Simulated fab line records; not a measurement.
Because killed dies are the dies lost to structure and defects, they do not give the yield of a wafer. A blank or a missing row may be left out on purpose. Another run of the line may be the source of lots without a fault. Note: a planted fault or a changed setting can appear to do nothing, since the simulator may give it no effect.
Split-lot study + flow n5_finfet + 21 wafers read across 7 lots, on a route 1938 steps long

== ON THE SPLIT ==
At N5_BEOL_M1_PECVD_72 (deposits SiO2 from TEOS/O2, target thk 16 nm, time 18 s), the setting time_s was moved away from the recipe's 18 s on 6 of the 21 wafers read, by -7.0% to +12.2%. All remaining wafers had this setting at the recipe value.

== FROM THE SPLIT TO THE READING: what the file shows between them, 10 steps ==
- N5_BEOL_M1_EXPOSE_08: exposes mask M1 (also split here: dose_mj)
- N5_BEOL_M1_PEB_09: peb time 60 s
- N5_BEOL_M1_DEVELOP_10: develop time 30 s
- N5_BEOL_M1_DESCUM_16: chemistry O2, time 7 s
- N5_BEOL_M1_ETCH_74: etches underlayer in N2/H2, target depth 6.5 nm, time 5.2 s
- N5_BEOL_M1_ETCH_63: etches SiARC in CF4, target depth 15.6 nm, time 26 s
- N5_BEOL_M1_ETCH_64: etches SOC in N2/H2, target depth 75 nm, overetch 15 nm, time 112.5 s (also split here: source_w)
- N5_BEOL_M1_STRIP_65: strips in N2/H2
- N5_BEOL_M1_STRIP_75: strips in N2/H2
- N5_BEOL_M1_STRIP_97: strips in N2/H2, time 10 s

== THE READING ==
SiO2_of_BEOL_M1_PECVD_72.thk_nm (the simulator's own value, which no gauge read), in nm, at N5_BEOL_M1_HM_STRIP_39 (strips TiN in peroxide tin strip, target depth 25 nm, time 158 s). The file gives no usual value for it. Across the 15 wafers here that went through the recipe, the average is 16.1 nm and the standard deviation 0.19 nm.

| wafer  | tool, chamber at the split | time_s as run, s | against the recipe | SiO2_of_BEOL_M1_PECVD_72.thk_nm, nm | against lot-mates on the recipe |
|--------|----------------------------|------------------|--------------------|-------------------------------------|---------------------------------|
| L075.1 | pecvd-02, 0                | 18               | recipe             | 15.8                                | -                               |
| L075.5 | pecvd-02, 1                | 17.1             | -5.0%              | 14.6                                | -1.2                            |
| L075.6 | pecvd-02, 0                | 17.1             | -5.0%              | 15.2                                | -0.6                            |
| L076.1 | pecvd-02, 1                | 20.19            | +12.2%             | 17.2                                | +1.2                            |
| L076.2 | pecvd-02, 0                | 18               | recipe             | 16                                  | -                               |
| L076.3 | pecvd-02, 0                | 18               | recipe             | 16                                  | -                               |
| L080.1 | pecvd-01, 0,1              | 18               | recipe             | 16                                  | -                               |
| L080.3 | pecvd-01, 0,1              | 18               | recipe             | 16                                  | -                               |
| L080.5 | pecvd-01, 0                | 18               | recipe             | 16.4                                | -                               |
| L083.2 | pecvd-02, 2                | 18               | recipe             | 16                                  | -                               |
| L083.3 | pecvd-02, 0                | 18               | recipe             | 15.8                                | -                               |
| L083.4 | pecvd-02, 0                | 18               | recipe             | 16.2                                | -                               |
| L092.1 | pecvd-01, 0                | 16.74            | -7.0%              | 15.2                                | -1.2                            |
| L092.4 | pecvd-01, 2                | 18               | recipe             | 16.4                                | -                               |
| L092.5 | pecvd-01, 0                | 16.74            | -7.0%              | 15.4                                | -1.0                            |
| L094.1 | pecvd-01, 2,0              | 18               | recipe             | 16.2                                | -                               |
| L094.2 | pecvd-01, 2,0              | 18               | recipe             | 16.2                                | -                               |
| L094.4 | pecvd-01, 0                | 18               | recipe             | 16.4                                | -                               |
| L096.1 | pecvd-01, 1                | 20.04            | +11.3%             | 18                                  | +1.9                            |
| L096.2 | pecvd-01, 2                | 18               | recipe             | 16                                  | -                               |
| L096.3 | pecvd-01, 0                | 18               | recipe             | 16.2                                | -                               |
If several chambers appear in one row, that row covers several wafers at once and the file leaves open which wafer was in which chamber.

THE FIT
A straight line over all 21 wafers: SiO2_of_BEOL_M1_PECVD_72.thk_nm changes by +0.137 nm for each +1% of time_s; r = +0.91; the points scatter about the line by 0.3 nm.
The same after taking each lot's own level away (the mean of its wafers on the recipe; 21 wafers): +0.143 nm for each +1%; r = +0.95; scatter 0.21 nm.
Per that fit: largest time_s move, reading shift of 1.7 nm.
Across the lots, their own levels run from 15.80 to 16.40 nm, a range of 3.1 times the standard deviation given above.
The two slopes are in agreement: the lot-to-lot level therefore moves the slope only a little.
Check: for one of the wafers moved furthest among these (+12.2%), held out of the fit, the line's prediction against its lot-mates is +2.02 nm. It came out at +1.2 nm against them.

== ADDITIONAL SPLITS CARRIED BY THESE WAFERS ==
These wafers also went through other splits before the reading. Each is held against what the fit with the lots' levels taken away leaves over:
| other split on the same wafers          | wafers away from the commonest value | r with SiO2_of_BEOL_M1_PECVD_72.thk_nm (lot level and that fit taken away) |
|-----------------------------------------|--------------------------------------|----------------------------------------------------------------------------|
| N5_GATE_CUT_COAT_27 spin_rpm            | 5                                    | +0.04                                                                      |
| N5_MOL_CONTACT_COAG_SPUTTER_130 power_w | 9                                    | -0.31                                                                      |
| N5_BEOL_M0_SAQP_ETCH_107 source_w       | 9                                    | -0.15                                                                      |
| N5_BEOL_M1_ILD_DEP_00 time_s            | 4                                    | -0.28                                                                      |
| N5_BEOL_M1_EXPOSE_08 dose_mj            | 9                                    | +0.02                                                                      |
| N5_BEOL_M1_ETCH_64 source_w             | 8                                    | +0.20                                                                      |

== THE WHOLE CHAIN: every reading that the file lists as answering this split, in the file's order ==
| step                   | what it does                                                     | reading                                                                          | change (the file's fit)               | r (the file's) |
|------------------------|------------------------------------------------------------------|----------------------------------------------------------------------------------|---------------------------------------|----------------|
| N5_BEOL_M1_PECVD_72    | deposits SiO2 from TEOS/O2, target thk 16 nm, time 18 s          | SiO2_of_BEOL_M1_PECVD_72.thk_nm (the simulator's own value, which no gauge read) | +0.132 nm for each +1% of the setting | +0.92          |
| N5_BEOL_M1_HM_STRIP_39 | strips TiN in peroxide tin strip, target depth 25 nm, time 158 s | SiO2_of_BEOL_M1_PECVD_72.thk_nm (the simulator's own value, which no gauge read) | +0.138 nm for each +1% of the setting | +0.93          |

== FILE'S OWN FIT ==
SiO2_of_BEOL_M1_PECVD_72.thk_nm changes by +0.138 nm for each +1% of time_s, r = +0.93.
